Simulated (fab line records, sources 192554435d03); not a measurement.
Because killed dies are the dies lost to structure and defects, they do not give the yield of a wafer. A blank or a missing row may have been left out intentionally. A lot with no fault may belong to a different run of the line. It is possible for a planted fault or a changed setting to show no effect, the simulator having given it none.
fab line records	flow n5-finfet
record: lots: 5	wafers: 15	last-day: 18
route steps=1938 shown BEOL_M9@1406 PASSIVATION@1936
lots untouched by any fault: they come from a run of this same line in which no faults occurred
start-h: the number of hours between the record's first day and the start of the first shown wafer of the lot	wait-h: how many hours have passed since the lot's step before this one	" identical to the entry in the row above	L1.1+2: a single row standing in for several wafers	- either no value or no given start	* or withheld: withheld	< > ~ a bound
route shown NAME@n: a module of which the file shows steps, and the number in the route of the first	usual: average and standard deviation across the fault-free wafers	same: alike in all rows	chamber/n: place in a boat	sites: the reading at each site	_std_site: how widely they spread, as a standard deviation	_edge_site: outer sites' mean less inner sites'	radius-mm: for every site, how far away it sits from the centre of the wafer	mask NAME#n: copy n	behind: the most recent tool/chamber to have shaped the wafer	hold: cause of the lot's hold/its duration in hours/its outcome	device: transistor that didn't switch, given as n, p or np	end of line: the route-end tests of the same wafers	step lacking rows: just its recipe	killed: count of dies lost to structure and defects at first sort (not the wafer's yield)	map: a wafer's dies, x killed, . not, _ none there
set.NAME: the setting that was run; set.NAME@STEP: the one run at that earlier step	model.NAME: the simulator's own value behind a step, which no gauge read
certain route steps with their lots: each step a table, each wafer a row
services: from which hour (start-h, from the record's first day; less than 0 if before it) a tool's chamber was out of use, for how many hours, and why
== steps ==
step: N5_BEOL_M9_COAT_59
recipe: resist: SOC	temp-c: 250	time-s: 60	spin-rpm: 1500	resist-thk-nm: 100
step: N5_BEOL_M9_COAT_60
recipe: resist: SiARC	temp-c: 220	time-s: 60	spin-rpm: 1500	resist-thk-nm: 30
step: N5_BEOL_M9_COAT_05
recipe: resist: CAR-ArF	spin-rpm: 1500	resist-thk-nm: 90
step: N5_BEOL_M9_EBR_07
recipe: solvent: PGMEA	ebr-width-mm: 1.5
step: N5_BEOL_M9_SOFTBAKE_06
recipe: temp-c: 110	time-s: 60	resist: CAR-ArF
step: N5_BEOL_M9_EXPOSE_08
recipe: mask-id: M9	na: 1.35	source-shape: dipole	sigma-inner: 0.411	sigma-outer: 0.611	polarization: te	dose-mj: 53.75
step: N5_BEOL_M9_PEB_09
recipe: peb-temp-c: withheld	peb-time-s: 60	resist: CAR-ArF
step: N5_BEOL_M9_DEVELOP_10
recipe: develop-time-s: 30	developer: TMAH	resist: CAR-ArF	rinse-liquid: diw	dry: air-spin	dev-temp-c: 23
step: N5_BEOL_M9_CD_MEAS_11
recipe: target-cd-nm: 64.1	landing-energy-ev: 500	detector: se-inlens	polarity: opening
usual: cd-nm: 64.2/0.53
same: landing-energy-ev: 500
lot.wafer	tool	chamber	start-h	wait-h	cd-nm
L656.1	cd-sem-03	0	277.99	-	64.4
L656.3	"	0	"	"	64.0
L656.4	"	0	"	"	64.0
L659.2	cd-sem-01	0	303.31	-	63.9
L659.3	"	0	"	"	63.8
L659.6	"	0	"	"	64.0
L660.1	cd-sem-01	0	307.17	-	64.7
L660.2	"	0	"	"	64.3
L660.5	"	0	"	"	64.7
L667.2	cd-sem-03	0	343.80	-	63.9
L667.3	"	0	"	"	64.4
L667.5	"	0	"	"	64.2
L666.1	cd-sem-02	0	354.45	-	64.5
L666.2	"	0	"	"	64.0
L666.5	"	0	"	"	64.0
step: N5_BEOL_M9_OVL_MEAS_12
recipe: points-per-wafer: 44
usual: M9_OVL: -0.3/0.76
lot.wafer	tool	chamber	start-h	wait-h	M9_OVL[nm]
L656.1	overlay-02	0	278.02	0.0	-0.3
L656.3	"	0	"	"	1.2
L656.4	"	0	"	"	0.2
L659.2	overlay-01	0	303.34	0.0	0.2
L659.3	"	0	"	"	-0.4
L659.6	"	0	"	"	0.0
L660.1	overlay-01	0	307.20	0.0	-0.3
L660.2	"	0	"	"	-0.3
L660.5	"	0	"	"	-0.6
L667.2	overlay-01	0	343.83	0.0	-0.6
L667.3	"	0	"	"	-0.2
L667.5	"	0	"	"	0.6
L666.1	overlay-01	0	354.48	0.0	0.1
L666.2	"	0	"	"	-0.9
L666.5	"	0	"	"	0.3
step: N5_BEOL_M9_INSPECT_13
recipe: mode: adi	inspect-instrument: brightfield
usual: raw-defect-count: 394/92
lot.wafer	tool	chamber	start-h	wait-h	raw-defect-count
L656.1	defect-inspect-01	-	278.04	0.0	306
L656.3	"	-	"	"	343
L656.4	"	-	"	"	394
L659.2	defect-inspect-01	-	303.36	0.0	289
L659.3	"	-	"	"	331
L659.6	"	-	"	"	293
L660.1	defect-inspect-01	-	307.23	0.0	454
L660.2	"	-	"	"	367
L660.5	"	-	"	"	329
L667.2	defect-inspect-02	-	343.86	0.0	438
L667.3	"	-	"	"	375
L667.5	"	-	"	"	392
L666.1	defect-inspect-01	-	354.50	0.0	283
L666.2	"	-	"	"	335
L666.5	"	-	"	"	344
step: N5_BEOL_M9_DESCUM_16
recipe: chemistry: O2	time-s: 7.9	source-power-w: 50	bias-power-w: 20	pressure-mtorr: 20	rf-frequency-hz: 2.712e+07	temp-c: 40	resist: CAR-ArF	o2-flow-sccm: 225
usual: drypump-motor-current-A: 5.7/0.32	oes-product-au: 0.78/0.078	rf-vpp-V: 242.8/1.8	showerhead-plenum-p-Torr: 2.08/0.09	throttle-valve-pct: 20.48/0.29
lot.wafer	tool	chamber	start-h	wait-h	drypump-motor-current-A	oes-product-au	rf-hours-counter-h	rf-vpp-V	showerhead-plenum-p-Torr	throttle-valve-pct
L656.1	rie-diel-05	0	278.08	0.0	6.1	0.71	191	241.3	2.07	20.43
L656.3	"	2	"	"	6.0	0.69	233	243.1	2.15	20.26
L656.4	"	3	"	"	5.6	0.88	45	241.1	2.04	20.26
L659.2	rie-diel-02	2	303.39	0.0	5.5	0.75	151	241.1	2.01	20.37
L659.3	"	3	"	"	5.5	0.72	200	243.1	2.07	20.60
L659.6	"	2	"	"	5.5	0.75	-	241.9	2.01	20.40
L660.1	rie-diel-06	2	307.26	0.0	5.9	0.70	202	242.1	1.99	20.84
L660.2	"	3	"	"	5.3	0.90	38	245.6	2.22	20.03
L660.5	"	3	"	"	5.3	0.90	-	245.2	2.22	20.04
L667.2	rie-diel-06	3	343.89	0.0	5.3	0.89	50	245.0	2.21	20.06
L667.3	"	0	"	"	5.7	0.77	154	246.0	2.17	20.53
L667.5	"	2	"	"	5.9	0.69	-	241.1	1.99	20.86
L666.1	rie-diel-05	3	354.54	0.0	5.6	0.83	71	242.3	2.03	20.30
L666.2	"	1	"	"	5.2	0.81	78	242.0	2.03	20.42
L666.5	"	0	"	"	6.2	0.69	-	242.4	2.06	20.42
step: N5_BEOL_M9_ETCH_61
recipe: chemistry: CF4	target: SiARC	target-depth-a: 390	mask-material: CAR-ArF	time-s: 65	ion-energy-ev: 80	pressure-mtorr: 40	source-w: 545	bias-w: 36	Ar_flow_sccm: 100	cf4-flow-sccm: 100	ends: cleared
usual: drypump-motor-current-A: 5.7/0.32	etch-rf-on-time-s: 64.6/0.93	oes-product-au: 0.67/0.065	rf-vpp-V: 183.8/1.3	showerhead-plenum-p-Torr: 2.13/0.09	throttle-valve-pct: 15.68/0.27
lot.wafer	tool	chamber	start-h	wait-h	drypump-motor-current-A	etch-rf-on-time-s	oes-product-au	rf-hours-counter-h	rf-vpp-V	showerhead-plenum-p-Torr	throttle-valve-pct
L656.1	rie-diel-05	0	278.11	0.0	6.2	64.1	0.61	191	183.8	2.14	15.69
L656.3	"	2	"	"	6.0	65.4	0.59	233	184.2	2.20	15.54
L656.4	"	3	"	"	5.6	63.9	0.76	45	183.2	2.10	15.43
L659.2	rie-diel-02	2	303.43	0.0	5.4	64.5	0.65	151	183.3	2.05	15.56
L659.3	"	3	"	"	5.5	66.3	0.61	200	184.7	2.12	15.83
L659.6	"	2	"	"	5.5	64.6	0.64	-	183.4	2.05	15.55
L660.1	rie-diel-06	2	307.30	0.0	5.9	64.6	0.60	202	180.7	2.04	16.01
L660.2	"	3	"	"	5.3	63.7	0.77	38	185.5	2.27	15.26
L660.5	"	3	"	"	5.3	64.0	0.76	-	185.7	2.27	15.26
L667.2	rie-diel-06	3	343.92	0.0	5.3	63.6	0.75	50	184.0	2.27	15.28
L667.3	"	0	"	"	5.7	65.0	0.66	154	184.6	2.23	15.73
L667.5	"	2	"	"	5.9	65.3	0.58	-	182.6	2.04	16.04
L666.1	rie-diel-05	3	354.57	0.0	5.6	64.2	0.72	71	184.4	2.09	15.49
L666.2	"	1	"	"	5.2	64.7	0.69	78	182.9	2.08	15.61
L666.5	"	0	"	"	6.2	64.5	0.60	-	184.8	2.13	15.74
step: N5_BEOL_M9_ETCH_62
recipe: chemistry: N2/H2	target: SOC	target-depth-a: 1100	overetch-a: 220	mask-material: SiARC	temp-c: 40	time-s: 165	ion-energy-ev: 200	pressure-mtorr: 30	source-w: 840	bias-w: 150	n2-flow-sccm: 200	h2-flow-sccm: 200
step: N5_BEOL_M9_STRIP_68
recipe: chemistry: N2/H2	temp-c: 40	n2-flow-sccm: 200	h2-flow-sccm: 200	rf-frequency-hz: 6e+07
step: N5_BEOL_M9_STRIP_67
recipe: chemistry: CF4	resist: SiARC	power-w: 300	bias-power-w: 75	pressure-mtorr: 50	cf4-flow-sccm: 150	rf-frequency-hz: 6e+07
usual: drypump-motor-current-A: 5.7/0.31	oes-product-au: 0.78/0.073	rf-vpp-V: 270.8/1.9	showerhead-plenum-p-Torr: 1.79/0.075	throttle-valve-pct: 13.65/0.28
lot.wafer	tool	chamber	start-h	wait-h	drypump-motor-current-A	oes-product-au	rf-hours-counter-h	rf-vpp-V	showerhead-plenum-p-Torr	throttle-valve-pct
L656.1	rie-diel-05	0	278.31	0.0	6.1	0.71	191	269.9	1.79	13.69
L656.3	"	2	"	"	6.0	0.69	233	272.3	1.84	13.56
L656.4	"	3	"	"	5.5	0.87	45	269.5	1.76	13.37
L659.2	rie-diel-02	2	303.62	0.0	5.5	0.75	151	269.4	1.72	13.54
L659.3	"	3	"	"	5.5	0.73	200	270.9	1.79	13.83
L659.6	"	2	"	"	5.5	0.75	-	269.9	1.72	13.55
L660.1	rie-diel-06	2	307.49	0.0	5.9	0.71	202	269.6	1.71	14.01
L660.2	"	3	"	"	5.3	0.88	38	273.4	1.91	13.23
L660.5	"	3	"	"	5.3	0.89	-	273.8	1.91	13.23
L667.2	rie-diel-06	3	344.12	0.0	5.3	0.87	50	272.0	1.90	13.25
L667.3	"	0	"	"	5.8	0.77	154	275.3	1.86	13.73
L667.5	"	2	"	"	5.9	0.70	-	268.8	1.71	14.03
L666.1	rie-diel-05	3	354.77	0.0	5.6	0.84	71	269.7	1.75	13.43
L666.2	"	1	"	"	5.2	0.81	78	270.6	1.75	13.56
L666.5	"	0	"	"	6.1	0.69	-	269.4	1.78	13.73
step: N5_BEOL_M9_HM_OPEN_17
recipe: chemistry: Cl2/BCl3	target-depth-a: 200	overetch-a: 60	target: TiN	mask-material: SOC	ion-energy-ev: 150	pressure-mtorr: 10	icp-w: 1000	bias-w: 126	Cl2_flow_sccm: 53.25	bcl3-flow-sccm: 21.75	Ar_flow_sccm: 25
usual: drypump-motor-current-A: 5.8/0.34	oes-product-au: 0.68/0.085	throttle-valve-pct: 22.14/0.15
lot.wafer	tool	chamber	start-h	wait-h	drypump-motor-current-A	oes-product-au	rf-hours-counter-h	throttle-valve-pct
L656.1	rie-metal-03	0	278.35	0.0	5.5	0.64	62	22.32
L656.3	"	0	"	"	5.5	0.64	-	22.33
L656.4	"	1	"	"	5.6	0.74	-	22.05
L659.2	rie-metal-02	1	303.73	0.1	5.7	0.76	13	22.16
L659.3	"	1	"	"	5.7	0.76	-	22.18
L659.6	"	0	"	"	5.3	0.61	-	22.44
L660.1	rie-metal-01	0	307.53	0.0	6.1	0.73	15	22.01
L660.2	"	1	"	"	6.2	0.53	116	22.11
L660.5	"	1	"	"	6.3	0.53	-	22.10
L667.2	rie-metal-03	1	344.16	0.0	5.6	0.71	20	22.08
L667.3	"	1	"	"	5.6	0.71	-	22.08
L667.5	"	1	"	"	5.6	0.71	-	22.08
L666.1	rie-metal-03	0	354.81	0.0	5.5	0.63	67	22.33
L666.2	"	1	"	"	5.6	0.70	21	22.08
L666.5	"	0	"	"	5.5	0.63	-	22.33
step: N5_BEOL_M9_STRIP_19
recipe: chemistry: O2	power-w: 400	temp-c: 40	pressure-mtorr: 30	rf-frequency-hz: 6e+07	bias-power-w: 0	overash-fraction: 0.2	o2-flow-sccm: 225
usual: drypump-motor-current-A: 5.7/0.35	oes-product-au: 0.78/0.08	rf-vpp-V: 3.6/0.67	showerhead-plenum-p-Torr: 2.08/0.075	throttle-valve-pct: 16.67/0.24
lot.wafer	tool	chamber	start-h	wait-h	drypump-motor-current-A	oes-product-au	rf-hours-counter-h	rf-vpp-V	showerhead-plenum-p-Torr	throttle-valve-pct
L656.1	rie-diel-05	1	278.46	0.1	5.2	0.84	52	3.4	2.04	16.61
L656.3	"	2	"	"	6.0	0.68	233	3.7	2.15	16.59
L656.4	"	3	"	"	5.6	0.87	45	4.5	2.04	16.45
L659.2	rie-diel-06	3	303.84	0.1	5.3	0.90	38	3.0	2.22	16.28
L659.3	"	0	"	"	5.8	0.78	142	2.8	2.18	16.75
L659.6	"	1	"	"	5.9	0.74	-	3.2	1.94	17.19
L660.1	rie-diel-05	3	307.64	0.1	5.5	0.86	54	3.3	2.04	16.49
L660.2	"	1	"	"	5.2	0.83	61	3.1	2.04	16.61
L660.5	"	0	"	"	6.2	0.71	-	3.0	2.07	16.70
L667.2	rie-diel-05	3	344.35	0.2	5.5	0.85	66	3.3	2.03	16.50
L667.3	"	1	"	"	5.2	0.81	73	3.5	2.03	16.62
L667.5	"	0	"	"	6.2	0.70	-	3.3	2.07	16.71
L666.1	rie-diel-06	2	354.92	0.1	5.9	0.69	215	3.2	1.99	17.14
L666.2	"	3	"	"	5.3	0.87	53	3.2	2.22	16.31
L666.5	"	0	"	"	5.7	0.75	-	4.3	2.18	16.77
step: N5_BEOL_M9_CD_MEAS_18
recipe: pitch-nm: 140	target-cd-nm: 70
usual: cd-nm: 70.0/0.56
lot.wafer	tool	chamber	start-h	wait-h	cd-nm
L656.1	cd-sem-03	-	278.53	0.0	69.7
L656.3	"	-	"	"	69.5
L656.4	"	-	"	"	69.7
L659.2	cd-sem-02	-	303.91	0.1	69.9
L659.3	"	-	"	"	68.8
L659.6	"	-	"	"	69.5
L660.1	cd-sem-03	-	307.71	0.0	70.5
L660.2	"	-	"	"	70.5
L660.5	"	-	"	"	70.3
L667.2	cd-sem-02	-	344.42	0.1	70.1
L667.3	"	-	"	"	70.5
L667.5	"	-	"	"	70.0
L666.1	cd-sem-02	-	354.99	0.0	69.8
L666.2	"	-	"	"	70.2
L666.5	"	-	"	"	70.2
step: N5_BEOL_M9_COAT_63
recipe: resist: SOC	temp-c: 250	time-s: 60	spin-rpm: 1500	resist-thk-nm: 60
step: N5_BEOL_M9_COAT_64
recipe: resist: SiARC	temp-c: 220	time-s: 60	spin-rpm: 1500	resist-thk-nm: 12
step: N5_BEOL_M9_COAT_75
recipe: resist: underlayer	temp-c: 205	time-s: 60	spin-rpm: 1500	resist-thk-nm: 5
step: N5_BEOL_M9_COAT_22
recipe: resist: CAR-EUV	spin-rpm: 1500	resist-thk-nm: 30
step: N5_BEOL_M9_EBR_24
recipe: solvent: PGMEA	ebr-width-mm: 1.5
step: N5_BEOL_M9_SOFTBAKE_23
recipe: temp-c: 110	time-s: 60	resist: CAR-EUV
step: N5_BEOL_M9_EXPOSE_25
recipe: mask-id: V8	na: 0.33	source-shape: annular	sigma-inner: 0.4	sigma-outer: 0.8	polarization: unpolarized	dose-mj: 37.25
step: N5_BEOL_M9_PEB_26
recipe: peb-temp-c: 100	peb-time-s: 60	resist: CAR-EUV
step: N5_BEOL_M9_DEVELOP_27
recipe: develop-time-s: 30	developer: TMAH	resist: CAR-EUV	rinse-liquid: surfactant-rinse	dry: air-spin	dev-temp-c: 23
step: N5_BEOL_M9_CD_MEAS_28
recipe: target-cd-nm: 70	landing-energy-ev: 500	detector: se-inlens	polarity: opening
usual: cd-nm: 70.05/0.24
same: landing-energy-ev: 500
lot.wafer	tool	chamber	start-h	wait-h	cd-nm
L656.1	cd-sem-02	0	279.07	-	69.99
L656.3	"	0	"	"	69.81
L656.4	"	0	"	"	70.14
L659.2	cd-sem-01	0	305.64	-	69.78
L659.3	"	0	"	"	69.64
L659.6	"	0	"	"	69.51
L660.1	cd-sem-01	0	308.02	-	70.03
L660.2	"	0	"	"	70.01
L660.5	"	0	"	"	69.98
L667.2	cd-sem-03	0	346.46	-	70.15
L667.3	"	0	"	"	70.18
L667.5	"	0	"	"	70.39
L666.1	cd-sem-03	0	355.84	-	69.82
L666.2	"	0	"	"	69.99
L666.5	"	0	"	"	69.91
step: N5_BEOL_M9_OVL_MEAS_29
recipe: points-per-wafer: 522
usual: V8_OVL: -0.3/0.65
lot.wafer	tool	chamber	start-h	wait-h	V8_OVL[nm]
L656.1	overlay-02	0	279.10	0.0	0.3
L656.3	"	0	"	"	-0.3
L656.4	"	0	"	"	-0.5
L659.2	overlay-02	0	305.69	0.0	-0.2
L659.3	"	0	"	"	-0.3
L659.6	"	0	"	"	-0.1
L660.1	overlay-02	0	308.05	0.0	-0.3
L660.2	"	0	"	"	0.6
L660.5	"	0	"	"	0.2
L667.2	overlay-02	0	346.50	0.0	-0.8
L667.3	"	0	"	"	-0.7
L667.5	"	0	"	"	-1.4
L666.1	overlay-01	0	355.87	0.0	0.2
L666.2	"	0	"	"	-0.4
L666.5	"	0	"	"	-1.4
step: N5_BEOL_M9_INSPECT_30
recipe: mode: adi	inspect-instrument: brightfield
usual: raw-defect-count: 394/91
lot.wafer	tool	chamber	start-h	wait-h	raw-defect-count
L656.1	defect-inspect-01	-	279.16	0.1	302
L656.3	"	-	"	"	367
L656.4	"	-	"	"	881
L659.2	defect-inspect-02	-	305.74	0.0	349
L659.3	"	-	"	"	381
L659.6	"	-	"	"	336
L660.1	defect-inspect-01	-	308.11	0.1	467
L660.2	"	-	"	"	360
L660.5	"	-	"	"	332
L667.2	defect-inspect-02	-	346.55	0.0	429
L667.3	"	-	"	"	355
L667.5	"	-	"	"	393
L666.1	defect-inspect-02	-	355.93	0.1	342
L666.2	"	-	"	"	373
L666.5	"	-	"	"	391
step: N5_BEOL_M9_DESCUM_33
recipe: chemistry: O2	time-s: 7	source-power-w: 50	bias-power-w: 20	pressure-mtorr: 20	rf-frequency-hz: 2.712e+07	temp-c: 40	resist: CAR-EUV	o2-flow-sccm: 225
usual: drypump-motor-current-A: 5.7/0.34	oes-product-au: 0.78/0.083	rf-vpp-V: 242.9/1.7	showerhead-plenum-p-Torr: 2.08/0.086	throttle-valve-pct: 20.45/0.28
lot.wafer	tool	chamber	start-h	wait-h	drypump-motor-current-A	oes-product-au	rf-hours-counter-h	rf-vpp-V	showerhead-plenum-p-Torr	throttle-valve-pct
L656.1	rie-diel-05	1	279.19	0.0	5.2	0.84	52	241.5	2.03	20.38
L656.3	"	2	"	"	6.0	0.68	234	245.9	2.15	20.27
L656.4	"	0	"	"	6.1	0.72	191	244.8	2.07	20.41
L659.2	rie-diel-06	3	305.77	0.0	5.3	0.90	38	243.3	2.22	20.03
L659.3	"	2	"	"	5.8	0.70	202	241.0	1.99	20.84
L659.6	"	2	"	"	5.8	0.70	-	240.3	1.99	20.83
L660.1	rie-diel-06	3	308.14	0.0	5.3	0.91	39	247.2	2.22	20.02
L660.2	"	1	"	"	5.9	0.73	173	239.4	1.93	20.99
L660.5	"	2	"	"	5.9	0.70	-	241.5	1.99	20.82
L667.2	rie-diel-06	1	346.59	0.0	5.9	0.72	185	240.1	1.93	20.99
L667.3	"	0	"	"	5.8	0.77	155	245.6	2.17	20.52
L667.5	"	0	"	"	5.7	0.76	-	243.0	2.17	20.53
L666.1	rie-diel-05	3	355.96	0.0	5.5	0.83	72	242.1	2.03	20.30
L666.2	"	1	"	"	5.2	0.80	79	241.2	2.02	20.40
L666.5	"	3	"	"	5.5	0.84	-	242.6	2.03	20.30
step: N5_PASSIVATION_PROBE_49
usual: defect-limited-yield: 91.2/1.5	killed_at_M0_to_M3: 32/9.6	killed_at_M4_up: 13/5.3	killed-at-contacts: 13/6.7	killed-at-front-end: 42/11	killed-at-other: 3.8/2.9	killed-dies: 103/17	killed-open: 67/13	killed-short: 35/7.9	sort_bin_5_function: 5.2/0.94	sort_bin_6_memory: 3.3/0.64	sort-n-pass: 1077/17	sort-yield-pct: 91.2/1.5
same: gross-dies: 1180	killed-at-back-side: 0	sort_bin_4_leakage[%]: 0	sort_bin_8_speed[%]: 0
lot.wafer	tool	chamber	start-h	wait-h	defect-limited-yield[%]	killed_at_M0_to_M3	killed_at_M4_up	killed-at-contacts	killed-at-front-end	killed-at-other	killed-dies	killed-open	killed-short	sort_bin_5_function[%]	sort_bin_6_memory[%]	sort-n-pass	sort-yield-pct[%]
L656.1	prober-01	-	346.16	0.0	90.0	32	12	4	61	9	118	79	31	6.2	3.0	1062	90.0
L656.3	prober-01	-	346.26	0.1	90.3	25	17	5	59	9	115	75	38	5.4	4.0	1065	90.3
L656.4	prober-01	-	346.31	0.2	82.7	14	131	3	48	8	204	53	37	10.5	4.6	976	82.7
L659.2	prober-02	-	371.22	0.1	90.6	50	8	17	36	0	111	69	41	5.5	3.5	1069	90.6
L659.3	prober-02	-	371.27	0.1	90.7	39	14	24	33	0	110	70	40	5.7	3.3	1070	90.7
L659.6	prober-02	-	371.42	0.3	89.8	33	12	25	48	2	120	73	44	5.6	3.8	1060	89.8
L660.1	prober-01	-	376.38	0.0	91.2	27	8	9	57	3	104	55	47	5.8	2.9	1076	91.2
L660.2	prober-01	-	376.43	0.1	91.0	29	12	16	48	1	106	63	42	5.7	3.1	1074	91.0
L660.5	prober-01	-	376.58	0.2	90.9	33	9	10	54	1	107	60	45	5.6	3.0	1073	90.9
killed by level:class
L656.1 STI_FIN_REVEAL:geometric-particle:open=18 FIN_SAQP:geometric-particle:short=8 FIN_SAQP:geometric-particle:open=8 BEOL_M0_SAQP:geometric-particle:short=8 BEOL_M1:geometric-particle:open=8 BEOL_M0_SAQP:geometric-particle:open=7 HKMG_FIN:area-etch=7 DUMMY_GATE:geometric-particle:open=6
L656.3 STI_FIN_REVEAL:geometric-particle:open=14 FIN_SAQP:geometric-particle:short=11 BEOL_M1:geometric-particle:open=10 FIN_SAQP:geometric-particle:open=8 ILD0:geometric-particle:short=7 BEOL_M5:geometric-particle:open=6 GATE_CUT:geometric-particle:open=4 ILD0:geometric-particle:open=4
L656.4 BEOL_M9:unspecified=114 BEOL_M4:geometric-particle:open=11 STI_FIN_REVEAL:geometric-particle:open=8 DUMMY_GATE:geometric-particle:open=8 FIN_SAQP:geometric-particle:open=6 GATE_CUT:geometric-particle:short=5 STARTING-WAFER:geometric-particle:short=5 BEOL_M0_SAQP:geometric-particle:short=4
L659.2 BEOL_M0_SAQP:geometric-particle:open=20 BEOL_M0_SAQP:geometric-particle:short=17 MOL_CONTACT_COAG:geometric-particle:open=13 FIN_SAQP:geometric-particle:open=9 FIN_SAQP:geometric-particle:short=7 STI_FIN_REVEAL:geometric-particle:open=6 MOL_CONTACT_COAG:geometric-particle:short=4 GATE_CUT:geometric-particle:short=3
L659.3 MOL_CONTACT_COAG:geometric-particle:open=15 FIN_SAQP:geometric-particle:short=10 BEOL_M0_SAQP:geometric-particle:open=10 BEOL_M0_SAQP:geometric-particle:short=10 MOL_CONTACT_COAG:geometric-particle:short=9 FIN_SAQP:geometric-particle:open=6 BEOL_M3:geometric-particle:open=6 DUMMY_GATE:geometric-particle:open=5
L659.6 MOL_CONTACT_COAG:geometric-particle:open=19 STI_FIN_REVEAL:geometric-particle:open=9 BEOL_M0_SAQP:geometric-particle:short=9 FIN_SAQP:geometric-particle:open=8 BEOL_M0_SAQP:geometric-particle:open=7 MOL_CONTACT_COAG:geometric-particle:short=6 BEOL_M4:geometric-particle:open=5 FIN_SAQP:geometric-particle:short=4
L660.1 FIN_SAQP:geometric-particle:short=16 FIN_SAQP:geometric-particle:open=12 GATE_CUT:geometric-particle:short=8 DUMMY_GATE:geometric-particle:open=7 BEOL_M2:geometric-particle:open=7 BEOL_M0_SAQP:geometric-particle:short=6 BEOL_M0_SAQP:geometric-particle:open=6 STARTING-WAFER:geometric-particle:open=6
L660.2 FIN_SAQP:geometric-particle:open=14 MOL_CONTACT_COAG:geometric-particle:open=12 GATE_CUT:geometric-particle:short=10 BEOL_M0_SAQP:geometric-particle:short=10 FIN_SAQP:geometric-particle:short=6 BEOL_M4:geometric-particle:open=6 BEOL_M0_SAQP:geometric-particle:open=5 GATE_CUT:geometric-particle:open=4
L660.5 FIN_SAQP:geometric-particle:short=15 BEOL_M0_SAQP:geometric-particle:open=14 FIN_SAQP:geometric-particle:open=10 MOL_CONTACT_COAG:geometric-particle:short=6 BEOL_M0_SAQP:geometric-particle:short=6 DUMMY_GATE:geometric-particle:open=5 GATE_CUT:geometric-particle:short=5 BEOL_M0:geometric-particle:open=4
map L656.4 (x killed, . not)
_________________......x.....________________
______________.x......x......x.._____________
___________.........xx....x.x......__________
__________......x.x.........x.x....._________
________.....................x.....x.._______
_______.......x...........x............______
______.................................._____
_____......x.x..x.................x...x..____
____x........x...............x...........x___
___....x...............x.x..........x......__
___.x..x...................x.........x.....__
__.....................x...................._
__.........x.....................x.........._
_.........xx........x.......x.......x........
_....................xx......x...x...........
_.......x......x......x......................
_...x...............x.x...........x.x..x.....
_.........x..x.x.xxxx.....x.x......x.........
_...........x...xxx.xx.x...........x.........
_............xxxxxx.xxx......x...x..x.x......
_.x.......x.xx.xxxxxxxxxxx........x....x.....
__.......x.xxxxxxxxxxxxxx......x.....x.....x_
__x......x.xxxxxxxxxxxx....................._
___......xxxxxxxxxxxxxx.xx.................__
___.........xxxxxxxxxxxx...................__
____...x..x.x.xxxxxxx.x............x......___
_____x......xx.xxxxxxx..x......xx........____
______.x.......xxxxx.x....x............x_____
_______......x.x...xx..................______
________.............................._______
__________.....x...................._________
___________........................__________
______________....xx...x........_____________
_________________............________________
map L666.5 (x killed, . not)
_________________.xxx......x.________________
______________......x..........x_____________
___________.......x..x.............__________
__________......x.........x.....xx.x_________
________....x.......x.........x......._______
_______.............x..................______
______.................................x_____
_____..............x..x......x..xx...x..x____
____..................x.......x.x.........___
___........x..........x........x...........__
___x......x........x.x................x..xx__
__.....x..x.................x..x.......x.xx._
__.........x........x......................._
_......x....x...x.........x........x...xx....
_..................x...x..x....x.x...........
_...................................x....x...
_...................x.x..x.....x......x.x...x
_......x.....................................
_...........x.x...x..........x...x........xx.
_........xx......................x....x...x..
_...........xx..x....x.......x...............
__.......................x...x..x..........._
__........x.x.........x.............x......._
___x.......................................__
___......................xx...........x....__
____.............xx........x...x..........___
_____...............x.x...x..........x...____
______.............x......x..x.x........_____
_______....................x.........x.______
________........x..x......x.........x._______
__________.x.............x.........._________
___________....x..x.x....x.........__________
______________.x........x......._____________
_________________...x........________________
== services ==
tool	chamber	start-h	hours	kind
rie-diel-05	0	290.58	14.1	repair
rie-metal-01	-	292.87	14.6	pm
rie-metal-03	-	303.59	1.4	pm
rie-metal-03	0	309.96	21.4	repair
rie-metal-02	1	310.40	10.4	repair
rie-diel-06	2	323.89	4.5	repair
rie-metal-01	1	329.06	-	clean
rie-diel-05	2	335.81	-	clean
rie-diel-05	2	335.81	-	consumable-replace:focus-ring
rie-diel-05	2	335.81	25.0	scheduled-down
rie-diel-05	2	335.81	25.0	vent-cycle
rie-diel-02	1	351.37	14.6	repair
== key ==
first-sign: step: N5_BEOL_M9_INSPECT_30	reading: raw-defect-count	direction: up	sigmas: 5.3	usual: 394	struck: 881
effect: step: N5_PASSIVATION_PROBE_49	reading: killed_at_M4_up	direction: up	sigmas: 22	usual: 13	struck: 131
more-kills-born-at: N5_BEOL_M9_ETCH_61@rie-diel-05: 114
met-at N5_BEOL_M9_ETCH_61
struck-wafers L656.4
fault: kind: chamber-particle-source	tool: rie-diel-05	chamber: 3	onset-h: 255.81	steps: N5_BEOL_M9_ETCH_61	rate-per-visit-cm2: 0.77291	end-h: 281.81
